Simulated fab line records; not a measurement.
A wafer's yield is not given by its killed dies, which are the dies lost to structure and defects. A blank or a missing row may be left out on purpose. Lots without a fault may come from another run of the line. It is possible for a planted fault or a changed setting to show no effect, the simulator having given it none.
fab line records	flow n5-finfet
record lots=24	wafers=72	last-day=17
route steps=1938 shown HKMG_FIN@409 GATE_CUT@497
lots that met no fault: from a run of the same line without faults
start-h: the number of hours between the record's first day and the start of the first shown wafer of the lot	wait-h: hours elapsed since this lot's preceding step	" unchanged from the row above	L1.1+2: several wafers, shown together as one row	- no value, or no start given	* or withheld: withheld	< > ~ a bound
route shown NAME@n: NAME is a module with steps in the file, n the number in the route of the first one	usual: mean/standard deviation taken from wafers without a fault	same: alike in all rows	chamber/n: place in a boat	sites: per-site readings	_std_site: the values' standard deviation	_edge_site: inner sites' mean taken away from outer sites' mean	radius-mm: how far each site lies from the wafer's centre	mask NAME#n: copy n	behind: the last tool/chamber to shape the wafer	hold: why the lot was held/for how many hours/how that ended	device: names the non-switching transistor (n, p or np)	end of line: tests of these same wafers at the route's end	a step given without rows: its recipe and nothing more	killed: count of dies lost to structure and defects at first sort (not the wafer's yield)	map: a wafer's dies, x killed, . not, _ none there
set.NAME: the setting as run; set.NAME@STEP: as run at that earlier step	model.NAME: the simulator's own value behind a step, which no gauge read
the route's steps for a sample of lots (tables are steps, rows are wafers)
services: the hour from which a tool's chamber was out of use, counted from the record's first day as start-h (under 0 if before that day), plus the number of hours and why
## steps
# step N5_HKMG_FIN_STRIP_60
# recipe chemistry=N2/H2	power-w=2500	temp-c=300	h2-frac=0.65	time-s=360	pressure-mtorr=withheld	n2-flow-sccm=1750	h2-flow-sccm=3250
# usual drypump-motor-current-A=5.9/0.36	heater-power-w=471/34
lot.wafer	tool	chamber	start-h	wait-h	drypump-motor-current-A	heater-power-w	rf-hours-counter-h
L074.1	plasma-asher-01	0	73.44	0.0	5.2	508	83
L074.2	"	1	"	"	6.0	408	83
L074.3	"	0	"	"	5.2	519	-
L075.1	plasma-asher-02	0	77.83	0.0	6.2	484	37
L075.3	"	1	"	"	6.0	477	-
L075.5	"	1	"	"	6.0	457	-
L076.1	plasma-asher-02	1	85.60	0.0	6.0	477	39
L076.4	"	0	"	"	6.2	469	-
L076.5	"	1	"	"	6.0	474	-
L077.1	plasma-asher-01	1	89.89	0.0	6.0	415	86
L077.3	"	1	"	"	6.0	428	-
L077.5	"	0	"	"	5.2	509	-
L078.1	plasma-asher-01	1	95.62	0.0	6.0	415	87
L078.5	"	1	"	"	6.0	419	-
L078.6	"	0	"	"	5.2	512	-
L079.1	plasma-asher-02	1	102.15	0.0	6.0	474	43
L079.3	"	1	"	"	6.0	474	-
L079.5	"	0	"	"	6.2	500	-
L080.2	plasma-asher-02	1	113.46	0.0	6.0	467	45
L080.3	"	0	"	"	6.2	496	-
L080.6	"	1	"	"	6.0	466	-
L081.1	plasma-asher-02	1	113.98	0.0	6.0	469	45
L081.3	"	0	"	"	6.2	488	-
L081.5	"	0	"	"	6.2	489	-
L082.2	plasma-asher-02	0	124.48	0.0	6.2	497	48
L082.3	"	1	"	"	6.0	471	-
L082.5	"	0	"	"	6.2	494	-
L083.2	plasma-asher-02	1	128.85	0.0	5.9	458	49
L083.3	"	0	"	"	6.2	492	-
L083.6	"	0	"	"	6.2	487	-
L084.1	plasma-asher-01	0	137.95	0.0	5.3	493	94
L084.5	"	0	"	"	5.3	498	-
L084.6	"	1	"	"	6.0	425	-
L085.2	plasma-asher-01	1	140.47	0.0	6.0	401	95
L085.3	"	0	"	"	5.3	506	-
L085.4	"	1	"	"	6.0	410	-
L086.1	plasma-asher-02	1	147.94	0.0	6.0	470	51
L086.3	"	0	"	"	6.2	493	-
L086.4	"	1	"	"	6.0	486	-
L087.2	plasma-asher-01	0	151.31	0.0	5.3	516	98
L087.3	"	0	"	"	5.2	501	-
L087.5	"	1	"	"	6.0	419	-
L088.2	plasma-asher-01	1	155.94	0.0	6.0	422	99
L088.3	"	1	"	"	6.0	424	-
L088.5	"	1	"	"	6.1	414	-
L089.1	plasma-asher-01	0	165.19	0.0	5.2	516	101
L089.2	"	1	"	"	6.1	406	101
L089.3	"	1	"	"	6.1	413	-
L090.1	plasma-asher-01	0	170.45	0.0	5.2	508	102
L090.5	"	1	"	"	6.0	425	-
L090.6	"	0	"	"	5.2	509	-
L091.1	plasma-asher-02	0	173.06	0.0	6.2	486	56
L091.3	"	1	"	"	6.0	469	-
L091.6	"	1	"	"	6.0	462	-
L092.1	plasma-asher-02	1	179.20	0.0	6.0	456	57
L092.2	"	0	"	"	6.2	498	57
L092.4	"	1	"	"	6.0	474	-
L093.3	plasma-asher-01	1	188.06	0.1	6.0	408	-
L093.5	"	1	"	"	6.0	409	-
L093.6	"	0	"	"	5.2	511	-
L094.2	plasma-asher-02	0	193.36	0.0	6.2	493	60
L094.5	"	1	"	"	6.0	472	-
L094.6	"	0	"	"	6.2	490	-
L095.1	plasma-asher-02	0	200.40	0.0	6.2	487	61
L095.2	"	1	"	"	6.0	467	61
L095.4	"	0	"	"	6.2	497	-
L096.4	plasma-asher-02	0	204.96	0.1	6.2	490	-
L096.5	"	0	"	"	6.2	486	-
L096.6	"	1	"	"	6.0	474	-
L097.1	plasma-asher-01	1	213.07	0.0	6.1	421	111
L097.2	"	0	"	"	5.3	501	111
L097.6	"	1	"	"	6.1	407	-
# step N5_HKMG_FIN_ALD_91
# recipe material=TiN	target-thk-a=10	temp-c=400	ald-precursor-family=TiCl4	ald-co-reactant=NH3	pulse-time-s=1	purge-time-s=3	co-reactant-purge-time-s=2	co-reactant-pulse-time-s=2	ald-cycles=47	pressure-torr=3
# usual heater-power-w=905/95	precursor-pulse-height-rel=1.001/0.021
lot.wafer	tool	chamber	start-h	wait-h	heater-power-w	precursor-pulse-height-rel	since-wet-clean-h
L074.1	ald-metal-04	3	76.91	0.3	963	1.040	1278
L074.2	"	2	"	"	897	1.009	1278
L074.3	"	0	"	"	996	1.011	1278
L075.1	ald-metal-04	3	82.38	0.3	941	1.007	1284
L075.3	"	2	"	"	904	1.008	1284
L075.5	"	1	"	"	803	0.969	-
L076.1	ald-metal-01	1	89.12	0.3	773	0.999	5906
L076.4	"	1	"	"	782	1.044	-
L076.5	"	2	"	"	952	1.029	-
L077.1	ald-metal-04	3	93.55	0.3	984	1.025	1295
L077.3	"	0	"	"	984	0.987	1295
L077.5	"	2	"	"	906	1.004	-
L078.1	ald-metal-01	3	99.02	0.3	991	0.991	5916
L078.5	"	0	"	"	1056	1.041	-
L078.6	"	3	"	"	1012	0.981	-
L079.1	ald-metal-01	2	105.84	0.3	951	1.022	5923
L079.3	"	3	"	"	991	0.980	5923
L079.5	"	2	"	"	950	0.980	-
L080.2	ald-metal-03	0	117.40	0.3	756	1.016	4396
L080.3	"	1	"	"	896	1.015	4396
L080.6	"	2	"	"	976	1.037	-
L081.1	ald-metal-04	3	117.86	0.3	946	0.993	1319
L081.3	"	2	"	"	890	0.986	1319
L081.5	"	3	"	"	980	1.017	-
L082.2	ald-metal-01	3	127.96	0.3	1025	0.973	5945
L082.3	"	0	"	"	1036	0.991	5945
L082.5	"	2	"	"	944	0.992	-
L083.2	ald-metal-04	3	132.32	0.3	961	1.017	1334
L083.3	"	1	"	"	798	1.013	1334
L083.6	"	0	"	"	1022	1.037	-
L084.1	ald-metal-03	2	141.47	0.3	988	0.995	4420
L084.5	"	1	"	"	865	1.014	-
L084.6	"	2	"	"	995	0.970	-
L085.2	ald-metal-01	2	144.05	0.3	951	0.965	5961
L085.3	"	3	"	"	1006	0.985	5961
L085.4	"	0	"	"	1069	1.009	5961
L086.1	ald-metal-03	1	152.06	0.3	865	0.996	4430
L086.3	"	3	"	"	835	0.997	4430
L086.4	"	0	"	"	751	1.002	4430
L087.2	ald-metal-03	0	155.07	0.3	722	1.028	4433
L087.3	"	3	"	"	856	1.002	4433
L087.5	"	2	"	"	951	1.010	-
L088.2	ald-metal-03	0	159.28	0.3	736	0.976	4438
L088.3	"	2	"	"	959	1.024	4438
L088.5	"	2	"	"	969	1.014	-
L089.1	ald-metal-01	3	168.66	0.3	1013	0.984	5985
L089.2	"	0	"	"	1028	0.964	5985
L089.3	"	2	"	"	944	1.047	5985
L090.1	ald-metal-04	3	174.19	0.3	979	0.995	1375
L090.5	"	1	"	"	781	0.980	-
L090.6	"	2	"	"	896	1.031	-
L091.1	ald-metal-04	2	176.60	0.3	904	0.996	1378
L091.3	"	0	"	"	971	0.958	1378
L091.6	"	1	"	"	790	0.980	-
L092.1	ald-metal-01	2	182.98	0.3	978	1.019	6000
L092.2	"	0	"	"	1030	1.000	6000
L092.4	"	1	"	"	793	1.043	6000
L093.3	ald-metal-03	2	191.43	0.1	968	0.993	4470
L093.5	"	2	"	"	1004	0.976	-
L093.6	"	1	"	"	862	0.970	-
L094.2	ald-metal-04	2	197.03	0.3	891	1.014	1398
L094.5	"	0	"	"	987	1.000	-
L094.6	"	1	"	"	786	1.021	-
L095.1	ald-metal-03	1	203.88	0.3	869	0.954	4482
L095.2	"	3	"	"	824	0.999	4482
L095.4	"	2	"	"	994	0.994	4482
L096.4	ald-metal-04	0	208.18	0.1	985	0.971	1409
L096.5	"	0	"	"	984	0.990	-
L096.6	"	3	"	"	965	0.999	-
L097.1	ald-metal-01	0	216.55	0.3	1047	1.010	6033
L097.2	"	1	"	"	759	1.027	6033
L097.6	"	0	"	"	1026	1.004	-
# step N5_HKMG_FIN_STRIP_88
# recipe chemistry=N2/H2	power-w=2500	temp-c=300	h2-frac=0.65	time-s=360	pressure-mtorr=withheld	n2-flow-sccm=1750	h2-flow-sccm=3250
# usual drypump-motor-current-A=5.9/0.36	heater-power-w=471/34
lot.wafer	tool	chamber	start-h	wait-h	drypump-motor-current-A	heater-power-w	rf-hours-counter-h
L074.1	plasma-asher-01	1	77.60	0.0	6.0	421	84
L074.2	"	0	"	"	5.3	509	84
L074.3	"	1	"	"	6.0	417	-
L075.1	plasma-asher-01	0	82.97	0.0	5.2	508	85
L075.3	"	0	"	"	5.2	511	-
L075.5	"	1	"	"	6.1	421	-
L076.1	plasma-asher-02	0	90.03	0.0	6.2	499	40
L076.4	"	1	"	"	6.0	458	-
L076.5	"	0	"	"	6.2	487	-
L077.1	plasma-asher-02	1	94.22	0.0	6.0	459	41
L077.3	"	0	"	"	6.2	494	-
L077.5	"	0	"	"	6.2	483	-
L078.1	plasma-asher-02	1	99.63	0.0	6.0	467	43
L078.5	"	1	"	"	6.0	463	-
L078.6	"	0	"	"	6.2	482	-
L079.1	plasma-asher-01	0	106.51	0.0	5.3	510	89
L079.3	"	0	"	"	5.3	505	-
L079.5	"	1	"	"	6.0	415	-
L080.2	plasma-asher-01	0	118.09	0.0	5.2	496	91
L080.3	"	1	"	"	6.1	422	-
L080.6	"	0	"	"	5.3	520	-
L081.1	plasma-asher-02	1	118.52	0.0	6.0	475	47
L081.3	"	0	"	"	6.2	495	-
L081.5	"	0	"	"	6.2	495	-
L082.2	plasma-asher-01	1	128.60	0.0	6.0	418	93
L082.3	"	1	"	"	6.1	413	-
L082.5	"	1	"	"	6.0	416	-
L083.2	plasma-asher-01	1	132.92	0.0	6.1	413	94
L083.3	"	1	"	"	6.0	416	-
L083.6	"	1	"	"	6.0	415	-
L084.1	plasma-asher-01	0	142.09	0.0	5.3	514	95
L084.5	"	0	"	"	5.3	515	-
L084.6	"	1	"	"	6.0	419	-
L085.2	plasma-asher-01	0	144.64	0.0	5.2	508	97
L085.3	"	1	"	"	6.0	417	-
L085.4	"	0	"	"	5.2	510	-
L086.1	plasma-asher-02	1	152.67	0.0	6.0	454	52
L086.3	"	1	"	"	6.0	468	-
L086.4	"	0	"	"	6.2	493	-
L087.2	plasma-asher-02	1	155.66	0.0	6.0	460	53
L087.3	"	1	"	"	6.0	468	-
L087.5	"	1	"	"	6.0	464	-
L088.2	plasma-asher-02	1	159.87	0.0	6.0	473	54
L088.3	"	1	"	"	6.0	459	-
L088.5	"	0	"	"	6.2	486	-
L089.1	plasma-asher-02	0	169.27	0.0	6.2	494	55
L089.2	"	1	"	"	6.0	469	55
L089.3	"	1	"	"	6.0	467	-
L090.1	plasma-asher-02	1	174.78	0.0	6.0	466	56
L090.5	"	1	"	"	6.0	465	-
L090.6	"	0	"	"	6.2	510	-
L091.1	plasma-asher-01	0	177.19	0.0	5.2	493	104
L091.3	"	1	"	"	6.0	419	-
L091.6	"	0	"	"	5.2	505	-
L092.1	plasma-asher-02	0	183.57	0.0	6.2	496	58
L092.2	"	1	"	"	6.0	458	58
L092.4	"	0	"	"	6.2	497	-
L093.3	plasma-asher-01	0	192.20	0.1	5.3	506	-
L093.5	"	0	"	"	5.2	518	-
L093.6	"	1	"	"	6.0	420	-
L094.2	plasma-asher-02	0	197.62	0.0	6.2	480	60
L094.5	"	0	"	"	6.2	501	-
L094.6	"	1	"	"	6.0	463	-
L095.1	plasma-asher-01	1	204.49	0.0	6.0	417	109
L095.2	"	0	"	"	5.2	510	109
L095.4	"	1	"	"	6.0	414	-
L096.4	plasma-asher-02	1	208.89	0.1	6.0	455	-
L096.5	"	1	"	"	6.0	472	-
L096.6	"	0	"	"	6.2	491	-
L097.1	plasma-asher-02	0	217.26	0.0	6.2	479	64
L097.2	"	1	"	"	6.0	461	64
L097.6	"	1	"	"	6.0	465	-
# step N5_HKMG_FIN_W_FILL_22
# recipe material=W	target-thk-a=600	temp-c=400	pressure-torr=39.4	time-s=18.2
# usual heater-power-w=934/110	throttle-valve-pct=18.8/1
lot.wafer	tool	chamber	start-h	wait-h	heater-power-w	since-wet-clean-h	throttle-valve-pct
L074.1	cvd-w-01	0	79.61	0.0	1034	248	18.4
L074.2	"	1	"	"	864	248	17.4
L074.3	"	0	"	"	1079	-	18.5
L075.1	cvd-w-02	0	85.01	0.0	796	767	19.0
L075.3	"	1	"	"	1048	-	20.4
L075.5	"	1	"	"	1020	-	20.4
L076.1	cvd-w-02	1	92.37	0.0	1028	774	20.3
L076.4	"	1	"	"	1038	-	20.1
L076.5	"	0	"	"	785	-	19.3
L077.1	cvd-w-01	1	96.21	0.0	847	264	17.2
L077.3	"	0	"	"	1057	-	18.5
L077.5	"	0	"	"	1069	-	18.4
L078.1	cvd-w-01	0	101.62	0.0	1065	270	18.3
L078.5	"	0	"	"	1036	-	18.5
L078.6	"	1	"	"	831	-	17.6
L079.1	cvd-w-01	0	108.50	0.0	1046	276	18.2
L079.3	"	1	"	"	857	-	17.7
L079.5	"	0	"	"	1026	-	18.4
L080.2	cvd-w-02	1	120.09	0.0	1024	802	20.3
L080.3	"	1	"	"	1033	-	20.5
L080.6	"	1	"	"	1056	-	20.4
L081.1	cvd-w-01	1	120.50	0.0	841	289	17.3
L081.3	"	1	"	"	849	-	17.5
L081.5	"	0	"	"	1060	-	18.6
L082.2	cvd-w-01	0	130.59	0.0	1033	299	18.5
L082.3	"	0	"	"	1055	-	18.1
L082.5	"	0	"	"	1049	-	18.4
L083.2	cvd-w-01	0	134.91	0.0	1046	303	18.4
L083.3	"	1	"	"	848	-	17.5
L083.6	"	1	"	"	832	-	17.5
L084.1	cvd-w-02	1	144.08	0.0	1015	826	20.4
L084.5	"	1	"	"	1059	-	20.3
L084.6	"	0	"	"	814	-	19.2
L085.2	cvd-w-01	0	146.63	0.0	1047	315	18.3
L085.3	"	1	"	"	828	-	17.8
L085.4	"	0	"	"	1047	-	18.6
L086.1	cvd-w-01	1	154.66	0.0	834	323	17.9
L086.3	"	0	"	"	1053	-	18.5
L086.4	"	1	"	"	846	-	17.6
L087.2	cvd-w-01	0	157.69	0.0	1047	326	18.6
L087.3	"	1	"	"	851	-	17.6
L087.5	"	0	"	"	1057	-	18.6
L088.2	cvd-w-02	0	161.88	0.0	828	844	19.1
L088.3	"	0	"	"	796	-	19.0
L088.5	"	0	"	"	785	-	18.8
L089.1	cvd-w-01	0	171.39	0.0	1039	339	18.7
L089.2	"	1	"	"	846	339	17.4
L089.3	"	0	"	"	1048	-	18.3
L090.1	cvd-w-02	1	176.88	0.0	1037	859	20.2
L090.5	"	1	"	"	1005	-	20.5
L090.6	"	0	"	"	820	-	19.2
L091.1	cvd-w-02	1	179.39	0.0	1043	861	20.7
L091.3	"	1	"	"	1042	-	20.6
L091.6	"	1	"	"	1019	-	20.4
L092.1	cvd-w-01	0	185.57	0.0	1057	354	19.0
L092.2	"	1	"	"	848	354	17.6
L092.4	"	1	"	"	839	-	17.7
L093.3	cvd-w-02	0	194.12	0.0	815	-	19.1
L093.5	"	1	"	"	1014	-	20.6
L093.6	"	0	"	"	803	-	19.3
L094.2	cvd-w-02	1	199.73	0.0	1034	882	20.3
L094.5	"	0	"	"	790	-	18.9
L094.6	"	1	"	"	1025	-	20.6
L095.1	cvd-w-02	0	206.48	0.0	794	888	19.5
L095.2	"	1	"	"	1019	888	20.7
L095.4	"	1	"	"	1022	-	20.3
L096.4	cvd-w-01	1	210.81	0.0	841	-	17.5
L096.5	"	1	"	"	840	-	17.8
L096.6	"	0	"	"	1045	-	18.5
L097.1	cvd-w-01	1	219.53	0.0	854	388	17.7
L097.2	"	0	"	"	1053	388	18.8
L097.6	"	1	"	"	827	-	17.6
# step N5_HKMG_FIN_INSPECT_28
# recipe inspect-instrument=darkfield	mode=post-cmp
# usual raw-defect-count=41/18
lot.wafer	tool	chamber	start-h	wait-h	raw-defect-count
L074.1	defect-inspect-01	-	80.43	0.0	41
L074.2	"	-	"	"	32
L074.3	"	-	"	"	69
L075.1	defect-inspect-01	-	85.83	0.0	21
L075.3	"	-	"	"	13
L075.5	"	-	"	"	27
L076.1	defect-inspect-02	-	93.19	0.0	30
L076.4	"	-	"	"	48
L076.5	"	-	"	"	40
L077.1	defect-inspect-02	-	97.04	0.0	71
L077.3	"	-	"	"	43
L077.5	"	-	"	"	43
L078.1	defect-inspect-01	-	102.44	0.0	22
L078.5	"	-	"	"	24
L078.6	"	-	"	"	32
L079.1	defect-inspect-02	-	109.35	0.0	54
L079.3	"	-	"	"	55
L079.5	"	-	"	"	41
L080.2	defect-inspect-02	-	120.91	0.0	20
L080.3	"	-	"	"	30
L080.6	"	-	"	"	26
L081.1	defect-inspect-01	-	121.32	0.0	45
L081.3	"	-	"	"	68
L081.5	"	-	"	"	63
L082.2	defect-inspect-02	-	131.41	0.0	24
L082.3	"	-	"	"	75
L082.5	"	-	"	"	53
L083.2	defect-inspect-01	-	135.73	0.0	21
L083.3	"	-	"	"	41
L083.6	"	-	"	"	25
L084.1	defect-inspect-02	-	144.90	0.0	54
L084.5	"	-	"	"	49
L084.6	"	-	"	"	78
L085.2	defect-inspect-02	-	147.45	0.0	39
L085.3	"	-	"	"	58
L085.4	"	-	"	"	43
L086.1	defect-inspect-02	-	155.48	0.0	22
L086.3	"	-	"	"	49
L086.4	"	-	"	"	33
L087.2	defect-inspect-02	-	158.51	0.0	49
L087.3	"	-	"	"	81
L087.5	"	-	"	"	44
L088.2	defect-inspect-02	-	162.70	0.0	45
L088.3	"	-	"	"	47
L088.5	"	-	"	"	43
L089.1	defect-inspect-01	-	172.21	0.0	43
L089.2	"	-	"	"	42
L089.3	"	-	"	"	44
L090.1	defect-inspect-01	-	177.70	0.0	25
L090.5	"	-	"	"	99
L090.6	"	-	"	"	26
L091.1	defect-inspect-02	-	180.21	0.0	29
L091.3	"	-	"	"	32
L091.6	"	-	"	"	43
L092.1	defect-inspect-01	-	186.39	0.0	26
L092.2	"	-	"	"	53
L092.4	"	-	"	"	38
L093.3	defect-inspect-01	-	195.14	0.0	36
L093.5	"	-	"	"	30
L093.6	"	-	"	"	26
L094.2	defect-inspect-02	-	200.55	0.0	16
L094.5	"	-	"	"	30
L094.6	"	-	"	"	37
L095.1	defect-inspect-01	-	207.30	0.0	37
L095.2	"	-	"	"	37
L095.4	"	-	"	"	48
L096.4	defect-inspect-01	-	211.62	0.0	26
L096.5	"	-	"	"	20
L096.6	"	-	"	"	37
L097.1	defect-inspect-01	-	220.35	0.0	23
L097.2	"	-	"	"	39
L097.6	"	-	"	"	41
# step N5_GATE_CUT_STRIP_41
# recipe chemistry=CF4	resist=SiARC	power-w=300	bias-power-w=75	pressure-mtorr=50	cf4-flow-sccm=150	rf-frequency-hz=6e+07
# usual bias-power-w=75.00/0.22	drypump-motor-current-A=5.9/0.48	oes-product-au=0.170/0.01	rf-fwd-power-W=294.2/1.5	rf-vpp-V=270.9/1.5	showerhead-plenum-p-Torr=1.78/0.062	throttle-valve-pct=13.64/0.14
lot.wafer	tool	chamber	start-h	wait-h	bias-power-w	drypump-motor-current-A	oes-product-au	rf-fwd-power-W	rf-hours-counter-h	rf-vpp-V	showerhead-plenum-p-Torr	throttle-valve-pct
L074.1	rie-diel-03	2	84.36	0.0	75.19	5.3	0.173	294.5	166	270.3	1.80	13.46
L074.2	"	3	"	"	74.79	5.3	0.174	294.9	144	270.6	1.71	13.65
L074.3	"	1	"	"	75.17	6.5	0.173	294.2	152	271.0	1.78	13.63
L075.1	rie-diel-04	3	90.23	0.0	75.19	5.9	0.165	293.8	150	271.8	1.86	13.51
L075.3	"	2	"	"	75.22	5.4	0.180	291.0	124	273.0	1.80	13.57
L075.5	"	1	"	"	74.87	6.0	0.171	291.0	-	271.7	1.87	13.59
L076.1	rie-diel-04	0	97.25	0.0	74.76	6.3	0.169	293.7	192	271.3	1.72	13.95
L076.4	"	2	"	"	74.93	5.4	0.176	293.2	125	271.5	1.80	13.57
L076.5	"	0	"	"	74.73	6.3	0.171	292.1	-	268.8	1.72	13.94
L077.1	rie-diel-03	2	101.20	0.0	75.35	5.3	0.169	295.4	171	271.7	1.80	13.45
L077.3	"	1	"	"	74.73	6.5	0.171	296.6	157	271.4	1.78	13.66
L077.5	"	3	"	"	74.97	5.3	0.176	296.7	-	268.8	1.71	13.63
L078.1	rie-diel-04	0	106.61	0.0	74.88	6.3	0.168	293.5	195	268.1	1.72	13.96
L078.5	"	2	"	"	75.14	5.4	0.174	292.4	-	271.5	1.80	13.59
L078.6	"	3	"	"	74.90	5.9	0.171	296.0	-	273.4	1.86	13.52
L079.1	rie-diel-02	1	113.69	0.0	74.66	6.2	0.179	293.3	129	269.2	1.73	13.47
L079.3	"	0	"	"	74.84	5.1	0.186	295.1	81	272.9	1.89	13.44
L079.5	"	3	"	"	74.76	6.6	0.154	293.1	-	273.0	1.84	13.82
L080.2	rie-diel-02	0	124.84	0.0	74.88	5.1	0.193	294.8	84	272.4	1.89	13.44
L080.3	"	2	"	"	74.50	6.1	0.167	295.0	146	271.5	1.81	13.57
L080.6	"	0	"	"	74.93	5.1	0.189	296.3	-	273.8	1.89	13.44
L081.1	rie-diel-04	3	125.38	0.0	75.05	5.9	0.161	295.8	160	271.0	1.85	13.54
L081.3	"	2	"	"	74.94	5.4	0.179	292.3	134	270.9	1.80	13.60
L081.5	"	2	"	"	74.98	5.4	0.176	292.9	-	271.1	1.80	13.59
L082.2	rie-diel-04	3	135.97	0.0	75.25	5.9	0.165	295.6	165	273.2	1.85	13.55
L082.3	"	0	"	"	75.01	6.3	0.171	294.1	200	270.7	1.72	13.97
L082.5	"	3	"	"	75.35	6.0	0.163	294.5	-	273.5	1.85	13.57
L083.2	rie-diel-04	0	139.74	0.0	74.80	6.3	0.161	293.5	201	269.0	1.72	13.96
L083.3	"	1	"	"	75.21	6.0	0.167	293.4	148	271.7	1.86	13.63
L083.6	"	1	"	"	75.22	6.0	0.172	292.3	-	272.3	1.86	13.61
L084.1	rie-diel-03	2	148.95	0.0	75.18	5.3	0.170	293.2	184	270.4	1.79	13.50
L084.5	"	3	"	"	74.99	5.3	0.171	294.0	-	270.3	1.71	13.67
L084.6	"	0	"	"	75.25	5.9	0.162	293.1	-	270.1	1.70	13.76
L085.2	rie-diel-03	1	151.65	0.0	75.25	6.5	0.170	295.0	173	270.8	1.78	13.68
L085.3	"	3	"	"	75.10	5.3	0.170	294.1	165	269.7	1.71	13.69
L085.4	"	0	"	"	74.77	5.9	0.163	292.7	228	270.4	1.70	13.76
L086.1	rie-diel-03	2	159.82	0.0	74.77	5.3	0.170	296.5	188	269.7	1.79	13.50
L086.3	"	3	"	"	74.92	5.3	0.170	294.2	168	270.1	1.70	13.67
L086.4	"	1	"	"	75.46	6.5	0.168	295.4	176	271.5	1.78	13.70
L087.2	rie-diel-04	2	162.68	0.0	74.96	5.4	0.170	291.2	146	271.2	1.79	13.62
L087.3	"	1	"	"	74.90	6.0	0.170	292.9	155	273.5	1.86	13.65
L087.5	"	0	"	"	75.19	6.3	0.167	293.5	-	268.5	1.72	13.97
L088.2	rie-diel-03	0	166.65	0.0	74.75	5.9	0.159	293.0	232	269.1	1.70	13.77
L088.3	"	1	"	"	74.92	6.5	0.167	296.0	177	271.0	1.78	13.70
L088.5	"	1	"	"	74.71	6.5	0.168	295.7	-	270.8	1.78	13.69
L089.1	rie-diel-03	2	176.42	0.0	74.70	5.3	0.167	294.5	193	271.8	1.79	13.49
L089.2	"	1	"	"	75.04	6.5	0.168	293.8	180	272.5	1.78	13.70
L089.3	"	0	"	"	74.93	5.9	0.167	293.8	235	269.3	1.70	13.78
L090.1	rie-diel-03	3	183.50	0.0	75.21	5.3	0.166	294.7	175	271.0	1.70	13.69
L090.5	"	1	"	"	75.46	6.5	0.172	294.8	-	270.2	1.77	13.71
L090.6	"	0	"	"	74.43	5.9	0.160	295.4	-	269.4	1.70	13.79
L091.1	rie-diel-04	0	185.92	0.0	74.70	6.3	0.168	291.9	214	268.2	1.71	13.99
L091.3	"	3	"	"	75.21	5.9	0.166	295.4	178	271.7	1.85	13.60
L091.6	"	1	"	"	75.00	6.0	0.169	292.7	-	273.9	1.86	13.64
L092.1	rie-diel-03	2	191.36	0.0	75.39	5.3	0.163	295.0	197	270.9	1.79	13.51
L092.2	"	0	"	"	75.20	5.9	0.164	294.3	239	267.9	1.69	13.79
L092.4	"	3	"	"	75.16	5.3	0.167	295.2	177	269.6	1.70	13.70
L093.3	rie-diel-03	2	199.90	0.0	74.84	5.3	0.170	296.2	200	270.9	1.79	13.52
L093.5	"	0	"	"	74.91	5.9	0.164	293.4	-	269.4	1.69	13.79
L093.6	"	1	"	"	74.69	6.5	0.172	295.2	-	270.9	1.77	13.72
L094.2	rie-diel-02	3	205.36	0.0	74.84	6.6	0.217	293.1	4	271.5	1.84	13.32
L094.5	"	2	"	"	75.20	6.1	0.166	295.4	-	271.9	1.81	13.64
L094.6	"	3	"	"	74.98	6.6	0.222	291.9	-	272.6	1.84	13.31
L095.1	rie-diel-02	2	211.24	0.0	75.49	6.1	0.172	293.3	170	268.4	1.81	13.64
L095.2	"	1	"	"	74.90	6.2	0.174	293.6	156	272.1	1.73	13.55
L095.4	"	0	"	"	75.22	5.1	0.186	294.2	-	271.6	1.88	13.53
L096.4	rie-diel-02	2	216.26	0.0	74.95	6.1	0.171	293.5	172	271.2	1.80	13.66
L096.5	"	0	"	"	74.97	5.1	0.177	295.2	-	271.8	1.88	13.51
L096.6	"	1	"	"	74.96	6.1	0.178	293.5	-	269.2	1.73	13.55
L097.1	rie-diel-03	3	224.55	0.0	74.99	5.3	0.172	294.9	185	268.2	1.70	13.71
L097.2	"	1	"	"	75.13	6.5	0.163	294.7	195	271.2	1.77	13.73
L097.6	"	2	"	"	74.78	5.3	0.163	294.2	-	270.9	1.79	13.53
## services
tool	chamber	start-h	hours	kind
rie-diel-02	-	53.02	14.6	pm
rie-diel-03	1	57.34	23.6	repair
rie-diel-04	3	60.92	12.0	repair
ald-metal-01	3	69.38	22.7	repair
rie-diel-02	2	69.71	3.8	repair
rie-diel-02	1	71.07	1.3	repair
ald-metal-01	0	80.85	11.0	repair
ald-metal-03	-	85.15	8.7	pm
ald-metal-03	1	94.58	5.6	repair
rie-diel-02	-	104.66	0.8	repair
rie-diel-04	-	117.44	2.2	repair
rie-diel-03	2	119.39	6.6	repair
rie-diel-02	-	126.83	2.8	pm
plasma-asher-02	-	142.88	3.1	repair
ald-metal-03	-	175.34	1.8	repair
rie-diel-02	3	178.90	-	clean
rie-diel-02	3	178.90	-	consumable-replace:focus-ring
rie-diel-02	3	178.90	12.8	scheduled-down
rie-diel-02	3	178.90	12.8	vent-cycle
cvd-w-02	-	185.61	0.4	repair
ald-metal-04	-	192.07	2.8	pm
ald-metal-01	0	196.31	3.3	repair
rie-diel-02	3	210.65	2.9	repair
ald-metal-01	0	218.92	26.8	repair
## key
fault none
